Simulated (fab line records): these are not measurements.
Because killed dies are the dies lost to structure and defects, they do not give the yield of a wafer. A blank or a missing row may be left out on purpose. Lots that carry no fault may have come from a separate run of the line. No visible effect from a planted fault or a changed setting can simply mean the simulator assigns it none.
Lot-split experiment || flow n5-finfet || 39 wafers read across 7 lots, on a route 1938 steps long

THE SPLIT
At N5_PASSIVATION_ETCH_54 (etches SiO2 in CHF3/O2, target depth 880 nm, time 440 s), the setting time-s was moved away from the recipe's 440 s on 15 of the 39 wafers read, by -58.1% to +41.6%. This setting was run at the recipe's value on the other wafers.

The reading is taken at the split's own step.

THE READING
PASSIVATION.feature-depth-nm (the simulator's own value, which no gauge read), in nm, at N5_PASSIVATION_ETCH_54 (etches SiO2 in CHF3/O2, target depth 880 nm, time 440 s). There is no usual value for it anywhere in the file. Across the 24 wafers here that went through the recipe, the average is 880.8 nm and the standard deviation 19 nm.

{"wafer": "L076.1", "tool, chamber at the split": "rie-diel-06, 2", "time-s as run, s": 440, "against the recipe": "recipe", "PASSIVATION.feature-depth-nm, nm": 869.8, "against lot-mates on the recipe": "-"}
{"wafer": "L076.2", "tool, chamber at the split": "rie-diel-06, 0", "time-s as run, s": 440, "against the recipe": "recipe", "PASSIVATION.feature-depth-nm, nm": 858, "against lot-mates on the recipe": "-"}
{"wafer": "L076.3", "tool, chamber at the split": "rie-diel-06, 3", "time-s as run, s": 440, "against the recipe": "recipe", "PASSIVATION.feature-depth-nm, nm": 889.6, "against lot-mates on the recipe": "-"}
{"wafer": "L076.4", "tool, chamber at the split": "rie-diel-06, 1", "time-s as run, s": 278.7, "against the recipe": "-36.7%", "PASSIVATION.feature-depth-nm, nm": 565.8, "against lot-mates on the recipe": -306.7}
{"wafer": "L076.5", "tool, chamber at the split": "rie-diel-06, 2", "time-s as run, s": 278.7, "against the recipe": "-36.7%", "PASSIVATION.feature-depth-nm, nm": 556.4, "against lot-mates on the recipe": -316.1}
{"wafer": "L076.6", "tool, chamber at the split": "rie-diel-06, 3", "time-s as run, s": 278.7, "against the recipe": "-36.7%", "PASSIVATION.feature-depth-nm, nm": 561.8, "against lot-mates on the recipe": -310.7}
{"wafer": "L082.1", "tool, chamber at the split": "rie-diel-03, 2", "time-s as run, s": 440, "against the recipe": "recipe", "PASSIVATION.feature-depth-nm, nm": 865.2, "against lot-mates on the recipe": "-"}
{"wafer": "L082.2", "tool, chamber at the split": "rie-diel-03, 1", "time-s as run, s": 623, "against the recipe": "+41.6%", "PASSIVATION.feature-depth-nm, nm": 1245, "against lot-mates on the recipe": "+363.1"}
{"wafer": "L082.3", "tool, chamber at the split": "rie-diel-03, 0", "time-s as run, s": 623, "against the recipe": "+41.6%", "PASSIVATION.feature-depth-nm, nm": 1259, "against lot-mates on the recipe": "+377.1"}
{"wafer": "L082.4", "tool, chamber at the split": "rie-diel-03, 3", "time-s as run, s": 440, "against the recipe": "recipe", "PASSIVATION.feature-depth-nm, nm": 913.8, "against lot-mates on the recipe": "-"}
{"wafer": "L082.5", "tool, chamber at the split": "rie-diel-03, 2", "time-s as run, s": 440, "against the recipe": "recipe", "PASSIVATION.feature-depth-nm, nm": 866.8, "against lot-mates on the recipe": "-"}
{"wafer": "L082.6", "tool, chamber at the split": "rie-diel-03, 3", "time-s as run, s": 623, "against the recipe": "+41.6%", "PASSIVATION.feature-depth-nm, nm": 1302, "against lot-mates on the recipe": "+420.1"}
{"wafer": "L081.1", "tool, chamber at the split": "rie-diel-06, 2", "time-s as run, s": 440, "against the recipe": "recipe", "PASSIVATION.feature-depth-nm, nm": 867.6, "against lot-mates on the recipe": "-"}
{"wafer": "L081.2", "tool, chamber at the split": "rie-diel-06, 3", "time-s as run, s": 440, "against the recipe": "recipe", "PASSIVATION.feature-depth-nm, nm": 887, "against lot-mates on the recipe": "-"}
{"wafer": "L081.3", "tool, chamber at the split": "rie-diel-06, 0", "time-s as run, s": 440, "against the recipe": "recipe", "PASSIVATION.feature-depth-nm, nm": 850.2, "against lot-mates on the recipe": "-"}
{"wafer": "L081.4", "tool, chamber at the split": "rie-diel-06, 1", "time-s as run, s": 440, "against the recipe": "recipe", "PASSIVATION.feature-depth-nm, nm": 883, "against lot-mates on the recipe": "-"}
{"wafer": "L081.5", "tool, chamber at the split": "rie-diel-06, 0", "time-s as run, s": 440, "against the recipe": "recipe", "PASSIVATION.feature-depth-nm, nm": 850.6, "against lot-mates on the recipe": "-"}
{"wafer": "L081.6", "tool, chamber at the split": "rie-diel-06, 3", "time-s as run, s": 440, "against the recipe": "recipe", "PASSIVATION.feature-depth-nm, nm": 883.4, "against lot-mates on the recipe": "-"}
{"wafer": "L085.1", "tool, chamber at the split": "rie-diel-01, 1", "time-s as run, s": 184.3, "against the recipe": "-58.1%", "PASSIVATION.feature-depth-nm, nm": 369.2, "against lot-mates on the recipe": -526.7}
{"wafer": "L085.2", "tool, chamber at the split": "rie-diel-01, 0", "time-s as run, s": 184.3, "against the recipe": "-58.1%", "PASSIVATION.feature-depth-nm, nm": 370.2, "against lot-mates on the recipe": -525.7}
{"wafer": "L085.3", "tool, chamber at the split": "rie-diel-01, 2", "time-s as run, s": 184.3, "against the recipe": "-58.1%", "PASSIVATION.feature-depth-nm, nm": 374.8, "against lot-mates on the recipe": -521.1}
{"wafer": "L085.4", "tool, chamber at the split": "rie-diel-01, 3", "time-s as run, s": 440, "against the recipe": "recipe", "PASSIVATION.feature-depth-nm, nm": 894.8, "against lot-mates on the recipe": "-"}
{"wafer": "L085.6", "tool, chamber at the split": "rie-diel-01, 3", "time-s as run, s": 440, "against the recipe": "recipe", "PASSIVATION.feature-depth-nm, nm": 894.8, "against lot-mates on the recipe": "-"}
{"wafer": "L085.5", "tool, chamber at the split": "rie-diel-01, 2", "time-s as run, s": 440, "against the recipe": "recipe", "PASSIVATION.feature-depth-nm, nm": 898.2, "against lot-mates on the recipe": "-"}
{"wafer": "L091.3", "tool, chamber at the split": "rie-diel-03, 2", "time-s as run, s": 440, "against the recipe": "recipe", "PASSIVATION.feature-depth-nm, nm": 857, "against lot-mates on the recipe": "-"}
{"wafer": "L091.5", "tool, chamber at the split": "rie-diel-03, 3", "time-s as run, s": 440, "against the recipe": "recipe", "PASSIVATION.feature-depth-nm, nm": 911.2, "against lot-mates on the recipe": "-"}
{"wafer": "L091.6", "tool, chamber at the split": "rie-diel-03, 2", "time-s as run, s": 440, "against the recipe": "recipe", "PASSIVATION.feature-depth-nm, nm": 856.8, "against lot-mates on the recipe": "-"}
{"wafer": "L094.1", "tool, chamber at the split": "rie-diel-06, 2", "time-s as run, s": 440, "against the recipe": "recipe", "PASSIVATION.feature-depth-nm, nm": 878.2, "against lot-mates on the recipe": "-"}
{"wafer": "L094.2", "tool, chamber at the split": "rie-diel-06, 3", "time-s as run, s": 368.2, "against the recipe": "-16.3%", "PASSIVATION.feature-depth-nm, nm": 768.6, "against lot-mates on the recipe": -127.6}
{"wafer": "L094.3", "tool, chamber at the split": "rie-diel-06, 1", "time-s as run, s": 440, "against the recipe": "recipe", "PASSIVATION.feature-depth-nm, nm": 890.2, "against lot-mates on the recipe": "-"}
{"wafer": "L094.4", "tool, chamber at the split": "rie-diel-06, 0", "time-s as run, s": 368.2, "against the recipe": "-16.3%", "PASSIVATION.feature-depth-nm, nm": 716.2, "against lot-mates on the recipe": -180.0}
{"wafer": "L094.5", "tool, chamber at the split": "rie-diel-06, 0", "time-s as run, s": 368.2, "against the recipe": "-16.3%", "PASSIVATION.feature-depth-nm, nm": 716.2, "against lot-mates on the recipe": -180.0}
{"wafer": "L094.6", "tool, chamber at the split": "rie-diel-06, 3", "time-s as run, s": 440, "against the recipe": "recipe", "PASSIVATION.feature-depth-nm, nm": 920.2, "against lot-mates on the recipe": "-"}
{"wafer": "L095.1", "tool, chamber at the split": "rie-diel-06, 0", "time-s as run, s": 580.5, "against the recipe": "+31.9%", "PASSIVATION.feature-depth-nm, nm": 1119, "against lot-mates on the recipe": "+235.0"}
{"wafer": "L095.2", "tool, chamber at the split": "rie-diel-06, 3", "time-s as run, s": 440, "against the recipe": "recipe", "PASSIVATION.feature-depth-nm, nm": 898, "against lot-mates on the recipe": "-"}
{"wafer": "L095.3", "tool, chamber at the split": "rie-diel-06, 2", "time-s as run, s": 440, "against the recipe": "recipe", "PASSIVATION.feature-depth-nm, nm": 871.6, "against lot-mates on the recipe": "-"}
{"wafer": "L095.4", "tool, chamber at the split": "rie-diel-06, 1", "time-s as run, s": 440, "against the recipe": "recipe", "PASSIVATION.feature-depth-nm, nm": 882.4, "against lot-mates on the recipe": "-"}
{"wafer": "L095.5", "tool, chamber at the split": "rie-diel-06, 2", "time-s as run, s": 580.5, "against the recipe": "+31.9%", "PASSIVATION.feature-depth-nm, nm": 1141, "against lot-mates on the recipe": "+257.0"}
{"wafer": "L095.6", "tool, chamber at the split": "rie-diel-06, 1", "time-s as run, s": 580.5, "against the recipe": "+31.9%", "PASSIVATION.feature-depth-nm, nm": 1168, "against lot-mates on the recipe": "+284.0"}

FIT RESULTS
A straight line over all 39 wafers: PASSIVATION.feature-depth-nm changes by +8.82 nm for each +1% of time-s; r = +1.00; the points scatter about the line by 21 nm.
The same after taking each lot's own level away (the mean of its wafers on the recipe; 39 wafers): +8.9 nm for each +1%; r = +1.00; scatter 21 nm.
Per that fit: largest time-s move, reading shift of 5.2e+02 nm.
The lots' own levels span 870.30 to 896.20 nm, that is 1.3 times the standard deviation above.
Consequently the slope shifts little with the lot-to-lot level, the two slopes agreeing.
Check: with one of the wafers moved furthest among these (-58.1%) left out of the fit, the line predicts -517 nm for it against its lot-mates. Against them it came out at -527 nm.

THE WHOLE CHAIN: every reading that the file lists as answering this split, in the file's order
{"step": "N5_PASSIVATION_ETCH_54", "what it does": "etches SiO2 in CHF3/O2, target depth 880 nm, time 440 s", "reading": "etch.depth-nm (the simulator's own value, which no gauge read)", "change (the file's fit)": "+8.9 nm for each +1% of the setting", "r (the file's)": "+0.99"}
{"step": "N5_PASSIVATION_ETCH_54", "what it does": "etches SiO2 in CHF3/O2, target depth 880 nm, time 440 s", "reading": "PASSIVATION.feature-depth-nm (the simulator's own value, which no gauge read)", "change (the file's fit)": "+8.9 nm for each +1% of the setting", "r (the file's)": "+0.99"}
{"step": "N5_PASSIVATION_PROBE_49", "what it does": "", "reading": "killed-at-other", "change (the file's fit)": "not straight: 10.7 at the lowest setting, 3.8 at the recipe, 1 at the highest", "r (the file's)": "not given"}

THE FILE'S OWN FIT
PASSIVATION.feature-depth-nm changes by +8.9 nm for each +1% of time-s, r = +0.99.
